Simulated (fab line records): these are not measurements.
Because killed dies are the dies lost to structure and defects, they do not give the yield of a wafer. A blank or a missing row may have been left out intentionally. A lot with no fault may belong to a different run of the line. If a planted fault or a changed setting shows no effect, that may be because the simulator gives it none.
The tool behind it: which one? / flow nandHarc / Sampling: 14 lots, 42 wafers, 5 of 1302 route steps

WHAT THE GAUGES SHOWED, per wafer
NHARC_A_ONON_D2_THK_MEAS_11: measures by ellipsometry.
lot=L412; measured=day 12 23:41; on=filmMetro-02; thkNm (nm)=1003 1002 1002
lot=L413; measured=day 13 16:44; on=filmMetro-01; thkNm (nm)=1016 1016 1017
lot=L414; measured=day 13 16:46; on=filmMetro-02; thkNm (nm)=1023 1024 1022
lot=L416; measured=day 14 11:38; on=filmMetro-01; thkNm (nm)=999 998 998
lot=L417; measured=day 14 22:37; on=filmMetro-01; thkNm (nm)=991 991 991
lot=L418; measured=day 15 15:41; on=filmMetro-01; thkNm (nm)=1011 1009 1011
lot=L419; measured=day 15 15:40; on=filmMetro-02; thkNm (nm)=999 999 1000
lot=L421; measured=day 16 14:39; on=filmMetro-01; thkNm (nm)=980 980 980
lot=L420; measured=day 16 14:54; on=filmMetro-01; thkNm (nm)=991 991 990
lot=L422; measured=day 17 08:23; on=filmMetro-02; thkNm (nm)=1020 1020 1020
lot=L424; measured=day 18 05:41; on=filmMetro-01; thkNm (nm)=1010 951 952
lot=L426; measured=day 18 15:29; on=filmMetro-02; thkNm (nm)=1024 968 1024
lot=L433; measured=day 22 04:32; on=filmMetro-02; thkNm (nm)=1013 1015 1015
lot=L434; measured=day 22 04:31; on=filmMetro-01; thkNm (nm)=1010 1011 1011

NHARC_A_ONON_D2_THK_MEAS_18: measures by ellipsometry.
lot=L412; measured=day 13 07:59; on=filmMetro-02; thkNm (nm)=1015 1017 1017
lot=L413; measured=day 14 01:19; on=filmMetro-01; thkNm (nm)=996 997 996
lot=L414; measured=day 14 01:19; on=filmMetro-02; thkNm (nm)=1008 1007 1009
lot=L416; measured=day 14 19:35; on=filmMetro-02; thkNm (nm)=1003 1005 1005
lot=L417; measured=day 15 06:53; on=filmMetro-02; thkNm (nm)=1008 1009 1008
lot=L418; measured=day 16 02:43; on=filmMetro-02; thkNm (nm)=1001 1002 999
lot=L419; measured=day 16 02:43; on=filmMetro-01; thkNm (nm)=989 992 989
lot=L421; measured=day 16 23:37; on=filmMetro-01; thkNm (nm)=997 995 997
lot=L420; measured=day 16 23:38; on=filmMetro-01; thkNm (nm)=1006 1005 1003
lot=L422; measured=day 17 19:13; on=filmMetro-02; thkNm (nm)=987 987 986
lot=L424; measured=day 18 12:16; on=filmMetro-01; thkNm (nm)=1007 1007 1005
lot=L426; measured=day 18 23:49; on=filmMetro-01; thkNm (nm)=1005 1005 1006
lot=L433; measured=day 22 12:49; on=filmMetro-02; thkNm (nm)=991 990 990
lot=L434; measured=day 22 12:49; on=filmMetro-01; thkNm (nm)=1007 1006 1005

NHARC_A_ONON_D2_THK_MEAS_27: measures by ellipsometry.
lot=L412; measured=day 13 09:40; on=filmMetro-01; thkNm (nm)=1005 1006 1005
lot=L413; measured=day 14 03:01; on=filmMetro-02; thkNm (nm)=990 991 991
lot=L414; measured=day 14 03:01; on=filmMetro-01; thkNm (nm)=1000 999 1001
lot=L416; measured=day 14 21:17; on=filmMetro-02; thkNm (nm)=979 977 978
lot=L417; measured=day 15 08:35; on=filmMetro-01; thkNm (nm)=987 988 989
lot=L418; measured=day 16 04:24; on=filmMetro-02; thkNm (nm)=1013 1012 1013
lot=L419; measured=day 16 04:26; on=filmMetro-01; thkNm (nm)=996 996 997
lot=L421; measured=day 17 01:20; on=filmMetro-01; thkNm (nm)=1000 998 999
lot=L420; measured=day 17 01:20; on=filmMetro-01; thkNm (nm)=1002 1004 1003
lot=L422; measured=day 17 20:56; on=filmMetro-01; thkNm (nm)=992 994 992
lot=L424; measured=day 18 14:07; on=filmMetro-02; thkNm (nm)=1002 1002 1002
lot=L426; measured=day 19 01:32; on=filmMetro-02; thkNm (nm)=1005 1005 1003
lot=L433; measured=day 22 14:31; on=filmMetro-01; thkNm (nm)=988 986 986
lot=L434; measured=day 22 14:30; on=filmMetro-01; thkNm (nm)=1005 1003 1005

WHICH TOOL RAN EACH LOT (tool, then ch and the chambers of the sampled wafers, then the start)
lot=L412; NHARC_A_DECK1_JOINT_CMP_13=cmp-01 ch 0,2, day 11 23:50; NHARC_A_ONON_D2_DEP_09=pecvdOnon-03 ch 0, day 12 23:14
lot=L413; NHARC_A_DECK1_JOINT_CMP_13=cmp-03 ch 1,2, day 12 12:02; NHARC_A_ONON_D2_DEP_09=pecvdOnon-01 ch 0, day 13 16:17
lot=L414; NHARC_A_DECK1_JOINT_CMP_13=cmp-03 ch 2,3, day 12 16:23; NHARC_A_ONON_D2_DEP_09=pecvdOnon-03 ch 0, day 13 16:19
lot=L416; NHARC_A_DECK1_JOINT_CMP_13=cmp-03 ch 0,2,3, day 13 11:32; NHARC_A_ONON_D2_DEP_09=pecvdOnon-01 ch 0, day 14 11:07
lot=L417; NHARC_A_DECK1_JOINT_CMP_13=cmp-04 ch 0,2, day 14 00:22; NHARC_A_ONON_D2_DEP_09=pecvdOnon-02 ch 0, day 14 22:06
lot=L418; NHARC_A_DECK1_JOINT_CMP_13=cmp-03 ch 1,2, day 14 15:16; NHARC_A_ONON_D2_DEP_09=pecvdOnon-01 ch 0, day 15 15:10
lot=L419; NHARC_A_DECK1_JOINT_CMP_13=cmp-01 ch 0,1,3, day 14 15:16; NHARC_A_ONON_D2_DEP_09=pecvdOnon-03 ch 0, day 15 15:10
lot=L421; NHARC_A_DECK1_JOINT_CMP_13=cmp-04 ch 1,2,3, day 15 11:46; NHARC_A_ONON_D2_DEP_09=pecvdOnon-01 ch 0, day 16 14:08
lot=L420; NHARC_A_DECK1_JOINT_CMP_13=cmp-01 ch 1,2, day 15 11:46; NHARC_A_ONON_D2_DEP_09=pecvdOnon-03 ch 0, day 16 14:23
lot=L422; NHARC_A_DECK1_JOINT_CMP_13=cmp-04 ch 0,1,2, day 16 07:02; NHARC_A_ONON_D2_DEP_09=pecvdOnon-01 ch 0, day 17 07:53
lot=L424; NHARC_A_DECK1_JOINT_CMP_13=cmp-03 ch 0,1,3, day 17 03:49; NHARC_A_ONON_D2_DEP_09=pecvdOnon-01 ch 0, day 18 05:10
lot=L426; NHARC_A_DECK1_JOINT_CMP_13=cmp-04 ch 1,2,3, day 17 15:04; NHARC_A_ONON_D2_DEP_09=pecvdOnon-01 ch 0, day 18 14:58
lot=L433; NHARC_A_DECK1_JOINT_CMP_13=cmp-01 ch 0,1,2, day 20 19:09; NHARC_A_ONON_D2_DEP_09=pecvdOnon-03 ch 0, day 22 04:01
lot=L434; NHARC_A_DECK1_JOINT_CMP_13=cmp-04 ch 2,3, day 20 19:09; NHARC_A_ONON_D2_DEP_09=pecvdOnon-01 ch 0, day 22 04:04
- NHARC_A_DECK1_JOINT_CMP_13: polishes, target thk 51.023 nm.
- NHARC_A_ONON_D2_DEP_09: target thk 1000 nm.

WHAT THE TOOLS THEMSELVES READ (means of the sampled wafers that have a number; where no wafer has one, the mark that the record gives instead)
NHARC_A_DECK1_JOINT_CMP_13.
lot=L412; tool=cmp-01; motorCurrentA (A)=12.1; padLifeWafers=272; slurryFilterDpKPa (kPa)=13.50; timeToEndpointS (s)=8.5
lot=L413; tool=cmp-03; motorCurrentA (A)=11.6; padLifeWafers=50; slurryFilterDpKPa (kPa)=13.54; timeToEndpointS (s)=5.2
lot=L414; tool=cmp-03; motorCurrentA (A)=12.6; padLifeWafers=55; slurryFilterDpKPa (kPa)=13.43; timeToEndpointS (s)=8.8
lot=L416; tool=cmp-03; motorCurrentA (A)=13.2; padLifeWafers=116; slurryFilterDpKPa (kPa)=13.42; timeToEndpointS (s)=6.1
lot=L417; tool=cmp-04; motorCurrentA (A)=10.9; padLifeWafers=1; slurryFilterDpKPa (kPa)=13.46; timeToEndpointS (s)=8.8
lot=L418; tool=cmp-03; motorCurrentA (A)=12.1; padLifeWafers=206; slurryFilterDpKPa (kPa)=13.58; timeToEndpointS (s)=6.3
lot=L419; tool=cmp-01; motorCurrentA (A)=12.8; padLifeWafers=146; slurryFilterDpKPa (kPa)=13.59; timeToEndpointS (s)=6.9
lot=L421; tool=cmp-04; motorCurrentA (A)=12.0; padLifeWafers=91; slurryFilterDpKPa (kPa)=13.50; timeToEndpointS (s)=8.6
lot=L420; tool=cmp-01; motorCurrentA (A)=12.2; padLifeWafers=228; slurryFilterDpKPa (kPa)=13.50; timeToEndpointS (s)=8.4
lot=L422; tool=cmp-04; motorCurrentA (A)=11.6; padLifeWafers=146; slurryFilterDpKPa (kPa)=13.55; timeToEndpointS (s)=8.5
lot=L424; tool=cmp-03; motorCurrentA (A)=12.4; padLifeWafers=103; slurryFilterDpKPa (kPa)=13.67; timeToEndpointS (s)=2.4
lot=L426; tool=cmp-04; motorCurrentA (A)=11.7; padLifeWafers=290; slurryFilterDpKPa (kPa)=13.53; timeToEndpointS (s)=10.9
lot=L433; tool=cmp-01; motorCurrentA (A)=12.5; padLifeWafers=325; slurryFilterDpKPa (kPa)=13.54; timeToEndpointS (s)=8.5
lot=L434; tool=cmp-04; motorCurrentA (A)=11.2; padLifeWafers=234; slurryFilterDpKPa (kPa)=13.45; timeToEndpointS (s)=6.8

NHARC_A_ONON_D2_DEP_09.
lot=L412; tool=pecvdOnon-03; n2oFlowSccm (sccm)=1996
lot=L413; tool=pecvdOnon-01; n2oFlowSccm (sccm)=1997
lot=L414; tool=pecvdOnon-03; n2oFlowSccm (sccm)=1998
lot=L416; tool=pecvdOnon-01; n2oFlowSccm (sccm)=1998
lot=L417; tool=pecvdOnon-02; n2oFlowSccm (sccm)=2001
lot=L418; tool=pecvdOnon-01; n2oFlowSccm (sccm)=2002
lot=L419; tool=pecvdOnon-03; n2oFlowSccm (sccm)=2001
lot=L421; tool=pecvdOnon-01; n2oFlowSccm (sccm)=2002
lot=L420; tool=pecvdOnon-03; n2oFlowSccm (sccm)=1996
lot=L422; tool=pecvdOnon-01; n2oFlowSccm (sccm)=1994
lot=L424; tool=pecvdOnon-01; n2oFlowSccm (sccm)=2003
lot=L426; tool=pecvdOnon-01; n2oFlowSccm (sccm)=1998
lot=L433; tool=pecvdOnon-03; n2oFlowSccm (sccm)=1997
lot=L434; tool=pecvdOnon-01; n2oFlowSccm (sccm)=2008

THE ANSWER, worked out from the rows above alone
Rule: usual is defined by the lots themselves. The widest of any qualifying gaps counts: lots, ordered by their means at a reading, are off when they make up no more than a third of the lots, leave a main group of 4 or more, and stand apart from it by 3 or more times the standard deviation of that group's means. The tables above print the reading to a certain number of digits; a main group whose means all agree to those digits is not used. Also off: a lot with no number at a reading for which 4 or more lots have one. Where the step has rows for the other lots, those lots are counted as sound. Order of review: gauges by route order, followed by the tools' own readings, for which a lot's mean as printed above is used. The first step at which some lot is off is used, and at that step the reading that is off furthest; a lot without a number counts as furthest.
No lot is off at any reading shown: from this, nothing can be told.

WHAT WAS PUT IN BY THE SIMULATOR
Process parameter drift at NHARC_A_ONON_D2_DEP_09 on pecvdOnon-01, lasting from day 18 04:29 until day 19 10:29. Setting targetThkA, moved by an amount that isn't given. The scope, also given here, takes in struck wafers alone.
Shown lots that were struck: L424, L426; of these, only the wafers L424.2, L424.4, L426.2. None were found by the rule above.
